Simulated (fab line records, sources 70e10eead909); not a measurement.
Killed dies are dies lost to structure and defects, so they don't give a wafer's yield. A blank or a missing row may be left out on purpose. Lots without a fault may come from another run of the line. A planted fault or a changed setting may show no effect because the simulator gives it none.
Chamber matching | flow nand_harc | NHARC_A_CHANNEL_FILL_D2_ALD_14 on ald_hk-04: 4 sister chambers
The step deposits SiO2, target thk 2.5 nm, pulse time 10 s, ald cycles 25. 4 wafers are shown with their chamber, then 12 later ones without.

WAFERS WITH THEIR CHAMBER
wafer  | chamber | heater_power_w (W)
L089.1 | 1       | 455
L093.1 | 3       | 435
L093.3 | 0       | 566
L093.5 | 2       | 460

WAFERS WITHOUT THEIR CHAMBER
wafer  | heater_power_w (W)
L095.1 | 440
L095.3 | 449
L095.4 | 461
L094.1 | 453
L094.4 | 580
L094.5 | 561
L096.1 | 558
L096.2 | 443
L096.3 | 435
L096.4 | 454
L096.5 | 428
L096.6 | 562

WHICH CHAMBER EACH WENT THROUGH
wafer  | from the rows above          | in truth
L095.1 | can't be placed: 3 or 1      | 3
L095.3 | can't be placed: 1 or 2 or 3 | 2
L095.4 | can't be placed: 2 or 1      | 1
L094.1 | can't be placed: 1 or 2      | 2
L094.4 | 0                            | 0
L094.5 | 0                            | 0
L096.1 | 0                            | 0
L096.2 | can't be placed: 3 or 1 or 2 | 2
L096.3 | 3                            | 3
L096.4 | can't be placed: 1 or 2      | 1
L096.5 | 3                            | 3
L096.6 | 0                            | 0
Placed correctly: 6 of 12. Can't be placed from these rows: 6 (the true chamber is among the candidates in 6). Placed wrongly: 0.
How it was worked out, from the rows above alone: a wafer's distance from a chamber is the root of the sum, over the readings, of the square of ((its reading less the chamber's mean) divided by the reading's scatter). The wafer belongs to the nearest chamber; if the next one is less than 2 further off, it can't be placed. A chamber's mean is the mean of its shown wafers. The scatter: with one shown wafer a chamber, the root of the mean of the squares of how far each hidden wafer lies from its nearest shown one.
